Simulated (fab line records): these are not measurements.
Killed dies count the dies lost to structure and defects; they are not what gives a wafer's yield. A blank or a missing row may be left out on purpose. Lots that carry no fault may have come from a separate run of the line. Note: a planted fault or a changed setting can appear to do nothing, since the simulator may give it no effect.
fab line records	flow n5-finfet	part 2 of 2: steps 5 to 6 of 6
record lots=23	wafers=69	last-day=19
route steps=1938 shown BEOL_M7@1283 BEOL_M8@1350
lots that met no fault: from a run of the same line without faults
start-h: hours from the record's opening day to when the first of the lot's shown wafers began	wait-h: hours since the lot's step before	" repeats the value in the row above	L1.1+2: a row that stands for several wafers	- no value present, or no start provided	* or withheld: withheld	< > ~ a bound
route shown NAME@n: names a module that has steps shown in the file, with the first one's number in the route	usual: mean and standard deviation over wafers with no fault	same: alike in all rows	chamber/n: place in a boat	sites: the reading at each site	_std_site: how widely they spread, as a standard deviation	_edge_site: mean of outer sites minus mean of inner sites	radius-mm: for every site, how far away it sits from the centre of the wafer	mask NAME#n: copy n	behind: the most recent tool/chamber to have shaped the wafer	hold: cause of the lot's hold/its duration in hours/its outcome	device: transistor that didn't switch, given as n, p or np	end of line: at the end of the route, the tests of the same wafers	a step given without rows: its recipe and nothing more	killed: the dies lost at the first sort to structure and to defects; this is not the yield of the wafer	map: shows each die of a wafer: x if killed, . if not, _ if none is there
set.NAME: the setting the step ran with; set.NAME@STEP: the setting that earlier step ran with	model.NAME: the simulator's own value behind a step, which no gauge read
route steps across a sampled set of lots; one table per step, one row per wafer
services: the hour from which a tool's chamber was out of use, counted from the record's first day as start-h (under 0 if before that day), plus the number of hours and why
## steps
# step N5_BEOL_M7_ALD_77
# recipe material=TaN	target-thk-a=20	temp-c=275	ald-precursor-family=PDMAT	ald-co-reactant=NH3	pressure-torr=3	carrier-flow-sccm=1500	pulse-time-s=2	purge-time-s=3	co-reactant-purge-time-s=2	co-reactant-pulse-time-s=3	ald-cycles=40	precursor-vessel-temp-c=75	precursor-vessel-pressure-torr=26.25	precursor-vessel-carrier-sccm=1000
# usual heater-power-w=385/39
# same pulse-time-s=2
lot.wafer	tool	chamber	start-h	wait-h	heater-power-w
L074.3	ald-metal-01	0	229.15	0.1	375
L074.5	"	0	"	"	382
L074.6	"	1	"	"	316
L075.2	ald-metal-02	1	232.55	0.0	406
L075.3	"	2	"	"	348
L075.5	"	3	"	"	367
L076.1	ald-metal-01	3	234.64	0.0	404
L076.2	"	1	"	"	326
L076.6	"	1	"	"	318
L077.1	ald-metal-02	1	241.94	0.1	409
L077.2	"	2	"	"	353
L077.6	"	1	"	"	411
L078.1	ald-metal-01	3	252.11	0.0	407
L078.3	"	2	"	"	423
L078.4	"	1	"	"	308
L080.3	ald-metal-01	2	264.43	0.0	425
L080.5	"	1	"	"	321
L080.6	"	0	"	"	379
L079.1	ald-metal-01	3	267.24	0.0	414
L079.3	"	1	"	"	325
L079.6	"	1	"	"	324
L081.1	ald-metal-04	3	268.04	0.0	333
L081.2	"	1	"	"	394
L081.5	"	3	"	"	329
L082.1	ald-metal-02	1	277.50	0.1	398
L082.2	"	2	"	"	348
L082.6	"	2	"	"	354
L083.1	ald-metal-02	0	278.05	0.1	441
L083.2	"	3	"	"	377
L083.3	"	2	"	"	368
L084.1	ald-metal-04	0	283.23	0.1	439
L084.5	"	1	"	"	389
L084.6	"	2	"	"	400
L087.2	ald-metal-02	2	295.53	0.0	346
L087.5	"	0	"	"	439
L087.6	"	1	"	"	404
L085.1	ald-metal-01	1	305.01	0.2	327
L085.3	"	3	"	"	404
L085.6	"	1	"	"	318
L086.1	ald-metal-01	0	310.22	0.0	375
L086.3	"	1	"	"	318
L086.5	"	1	"	"	318
L089.1	ald-metal-02	3	312.16	0.2	363
L089.3	"	1	"	"	422
L089.6	"	2	"	"	349
L091.1	ald-metal-01	1	318.11	0.1	311
L091.4	"	3	"	"	403
L091.6	"	1	"	"	324
L088.3	ald-metal-01	3	319.12	0.1	406
L088.5	"	2	"	"	412
L088.6	"	3	"	"	401
L092.2	ald-metal-01	0	320.21	0.0	388
L092.3	"	3	"	"	409
L092.6	"	1	"	"	317
L090.1	ald-metal-04	3	334.53	0.0	332
L090.3	"	1	"	"	394
L090.5	"	1	"	"	399
L095.1	ald-metal-01	0	346.21	0.0	387
L095.4	"	0	"	"	380
L095.6	"	2	"	"	428
L093.1	ald-metal-02	1	346.45	0.1	397
L093.3	"	3	"	"	379
L093.5	"	2	"	"	358
L097.1	ald-metal-04	2	380.06	0.1	402
L097.3	"	0	"	"	396
L097.6	"	0	"	"	420
L096.1	ald-metal-01	3	380.39	0.3	398
L096.3	"	2	"	"	432
L096.4	"	0	"	"	377
# step N5_BEOL_M8_ETCH_62
# recipe chemistry=N2/H2	target=SOC	target-depth-a=1100	overetch-a=220	mask-material=SiARC	temp-c=40	time-s=165	ion-energy-ev=200	pressure-mtorr=30	source-w=840	bias-w=150	n2-flow-sccm=200	h2-flow-sccm=200
# usual drypump-motor-current-A=5.8/0.37	oes-product-au=0.66/0.066	rf-vpp-V=524.2/1.7	showerhead-plenum-p-Torr=2.55/0.051	throttle-valve-pct=17.83/0.17
lot.wafer	tool	chamber	start-h	wait-h	drypump-motor-current-A	oes-product-au	rf-hours-counter-h	rf-vpp-V	showerhead-plenum-p-Torr	throttle-valve-pct
L074.3	rie-diel-05	2	235.40	0.0	5.5	0.58	235	522.2	2.51	17.85
L074.5	"	1	"	"	5.4	0.61	-	522.8	2.53	18.07
L074.6	"	2	"	"	5.5	0.58	-	523.6	2.51	17.85
L075.2	rie-diel-02	0	238.62	0.0	5.2	0.58	246	525.9	2.60	18.14
L075.3	"	1	"	"	5.0	0.58	246	524.0	2.49	17.90
L075.5	"	3	"	"	6.4	0.74	-	527.4	2.68	17.46
L076.1	rie-diel-06	0	239.38	0.0	5.8	0.73	53	524.5	2.57	17.82
L076.2	"	1	"	"	5.8	0.71	56	527.0	2.61	17.74
L076.6	"	2	"	"	6.3	0.59	-	523.1	2.50	17.87
L077.1	rie-diel-05	2	248.25	0.0	5.5	0.58	240	521.9	2.51	17.87
L077.2	"	0	"	"	6.2	0.60	193	524.1	2.51	18.03
L077.6	"	0	"	"	6.2	0.60	-	522.8	2.51	18.01
L078.1	rie-diel-05	0	255.88	0.0	6.2	0.60	196	522.9	2.51	18.04
L078.3	"	3	"	"	5.3	0.70	55	524.9	2.59	17.84
L078.4	"	1	"	"	5.4	0.61	197	524.3	2.52	18.08
L080.3	rie-diel-06	2	268.87	0.0	6.3	0.58	231	524.3	2.50	17.89
L080.5	"	2	"	"	6.3	0.59	-	523.5	2.50	17.91
L080.6	"	3	"	"	5.8	0.61	-	523.1	2.50	17.81
L079.1	rie-diel-05	0	272.04	0.0	6.3	0.59	202	523.1	2.51	18.06
L079.3	"	2	"	"	5.5	0.57	248	522.4	2.51	17.88
L079.6	"	2	"	"	5.5	0.58	-	523.0	2.51	17.89
L081.1	rie-diel-02	3	272.41	0.0	6.4	0.73	52	529.8	2.67	17.48
L081.2	"	0	"	"	5.2	0.80	2	524.5	2.59	17.66
L081.5	"	2	"	"	5.8	0.68	-	525.1	2.56	17.83
L082.1	rie-diel-06	2	281.04	0.0	6.3	0.58	236	523.2	2.50	17.90
L082.2	"	3	"	"	5.8	0.60	209	523.2	2.50	17.83
L082.6	"	1	"	"	5.8	0.69	-	524.6	2.60	17.73
L083.1	rie-diel-05	3	284.39	0.0	5.4	0.69	67	526.1	2.59	17.87
L083.2	"	0	"	"	6.2	0.59	208	522.2	2.51	18.06
L083.3	"	1	"	"	5.4	0.61	209	524.4	2.52	18.09
L084.1	rie-diel-06	0	287.66	0.0	5.8	0.71	69	525.0	2.56	17.86
L084.5	"	3	"	"	5.8	0.61	-	524.0	2.50	17.81
L084.6	"	0	"	"	5.8	0.71	-	523.4	2.56	17.87
L087.2	rie-diel-02	0	300.67	0.0	5.2	0.77	15	524.4	2.59	17.68
L087.5	"	0	"	"	5.2	0.77	-	525.3	2.59	17.67
L087.6	"	3	"	"	6.4	0.71	-	528.5	2.66	17.52
L085.1	rie-diel-06	0	309.03	0.0	5.8	0.70	77	525.7	2.56	17.89
L085.3	"	1	"	"	5.8	0.68	80	524.1	2.60	17.78
L085.6	"	2	"	"	6.3	0.58	-	522.4	2.49	17.91
L086.1	rie-diel-05	2	313.58	0.0	5.5	0.80	7	522.5	2.50	17.46
L086.3	"	3	"	"	5.3	0.69	78	525.2	2.58	17.88
L086.5	"	2	"	"	5.5	0.80	-	521.6	2.50	17.45
L089.1	rie-diel-02	0	316.08	0.0	5.2	0.76	21	525.3	2.58	17.71
L089.3	"	1	"	"	5.0	0.81	5	523.2	2.48	17.49
L089.6	"	2	"	"	5.8	0.68	-	523.2	2.56	17.84
L091.1	rie-diel-06	0	323.52	0.0	5.8	0.70	83	524.1	2.56	17.90
L091.4	"	3	"	"	5.8	0.59	-	521.5	2.49	17.84
L091.6	"	1	"	"	5.7	0.68	-	524.0	2.60	17.78
L088.3	rie-diel-06	1	324.71	0.0	5.7	0.68	86	525.1	2.60	17.78
L088.5	"	0	"	"	5.8	0.70	-	523.3	2.56	17.88
L088.6	"	3	"	"	5.8	0.59	-	522.8	2.49	17.87
L092.2	rie-diel-06	3	325.24	0.0	5.8	0.59	226	523.6	2.49	17.86
L092.3	"	1	"	"	5.8	0.67	86	525.0	2.60	17.79
L092.6	"	3	"	"	5.8	0.59	-	522.9	2.49	17.85
L090.1	rie-diel-06	0	339.22	0.0	5.8	0.69	89	524.0	2.55	17.91
L090.3	"	1	"	"	5.8	0.67	92	526.1	2.59	17.81
L090.5	"	3	"	"	5.8	0.59	-	520.9	2.49	17.86
L095.1	rie-diel-02	0	349.66	0.0	5.2	0.73	33	524.8	2.58	17.71
L095.4	"	2	"	"	5.8	0.65	109	525.0	2.55	17.86
L095.6	"	1	"	"	5.0	0.77	-	522.7	2.48	17.52
L093.1	rie-diel-06	0	353.67	0.0	5.8	0.68	97	523.4	2.55	17.90
L093.3	"	3	"	"	5.8	0.58	239	523.7	2.48	17.87
L093.5	"	0	"	"	5.9	0.68	-	525.1	2.55	17.91
L097.1	rie-diel-06	1	385.83	0.0	5.8	0.66	110	524.7	2.58	17.82
L097.3	"	0	"	"	5.8	0.67	107	523.8	2.55	17.91
L097.6	"	3	"	"	5.8	0.58	-	521.9	2.48	17.90
L096.1	rie-diel-02	3	385.88	0.0	6.4	0.67	98	527.7	2.65	17.57
L096.3	"	1	"	"	5.0	0.75	32	522.2	2.47	17.53
L096.4	"	0	"	"	5.2	0.72	39	524.6	2.58	17.72
## services
tool	chamber	start-h	hours	kind
ald-metal-01	-	203.04	8.7	pm
rie-diel-04	0	210.17	13.3	repair
rie-diel-02	2	212.97	7.8	repair
ald-metal-01	2	219.39	22.7	repair
ald-metal-01	0	233.40	26.1	repair
rie-diel-02	0	233.99	1.9	repair
rie-metal-01	-	236.50	1.4	pm
ald-metal-01	3	243.53	3.2	repair
ald-metal-02	3	248.53	27.0	repair
rie-metal-02	1	264.88	4.3	repair
rie-metal-02	-	274.27	0.4	repair
rie-diel-02	2	274.60	2.7	repair
rie-diel-01	3	288.09	4.2	repair
ald-metal-04	-	310.95	8.7	pm
ald-metal-01	1	314.91	2.5	repair
rie-diel-06	2	318.16	10.9	repair
ald-metal-01	1	327.97	27.9	repair
ald-metal-04	-	337.25	14.0	pm
rie-diel-02	0	359.18	8.3	repair
rie-diel-04	1	360.52	12.7	repair
rie-diel-01	0	369.92	15.6	repair
ald-metal-01	0	384.30	12.8	repair
rie-diel-01	1	385.57	-	clean
ald-metal-04	3	385.79	31.6	repair
